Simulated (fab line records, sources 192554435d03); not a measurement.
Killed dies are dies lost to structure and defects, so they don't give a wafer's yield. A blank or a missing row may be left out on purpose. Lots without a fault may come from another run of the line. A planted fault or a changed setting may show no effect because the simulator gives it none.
Chamber matching | flow n5_finfet | N5_SD_EPI_P_ETCH_37 on rie_diel-05: 4 sister chambers
The step etches SOC in N2/H2, overetch 108 nm, time 486 s. 4 wafers are shown with their chamber, then 12 later ones without.

WAFERS WITH THEIR CHAMBER
wafer  | chamber | drypump_motor_current_A (A)
L086.2 | 0       | 5.4
L087.3 | 3       | 6.3
L088.3 | 1       | 5.6
L088.5 | 2       | 6.5

WAFERS WITHOUT THEIR CHAMBER
wafer  | drypump_motor_current_A (A)
L089.1 | 6.5
L089.2 | 6.3
L089.4 | 6.4
L091.1 | 5.6
L091.3 | 6.5
L091.4 | 5.6
L093.2 | 5.4
L093.5 | 5.4
L093.6 | 6.3
L095.1 | 5.4
L095.3 | 5.6
L095.4 | 6.5

WHICH CHAMBER EACH WENT THROUGH
wafer  | from the rows above     | in truth
L089.1 | 2                       | 2
L089.2 | 3                       | 3
L089.4 | can't be placed: 2 or 3 | 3
L091.1 | 1                       | 1
L091.3 | 2                       | 2
L091.4 | 1                       | 1
L093.2 | 0                       | 0
L093.5 | 0                       | 0
L093.6 | 3                       | 3
L095.1 | 0                       | 0
L095.3 | 1                       | 1
L095.4 | 2                       | 2
Placed correctly: 11 of 12. Can't be placed from these rows: 1 (the true chamber is among the candidates in 1). Placed wrongly: 0.
How it was worked out, from the rows above alone: a wafer's distance from a chamber is the root of the sum, over the readings, of the square of ((its reading less the chamber's mean) divided by the reading's scatter). The wafer belongs to the nearest chamber; if the next one is less than 2 further off, it can't be placed. A chamber's mean is the mean of its shown wafers. The scatter: with one shown wafer a chamber, the root of the mean of the squares of how far each hidden wafer lies from its nearest shown one.
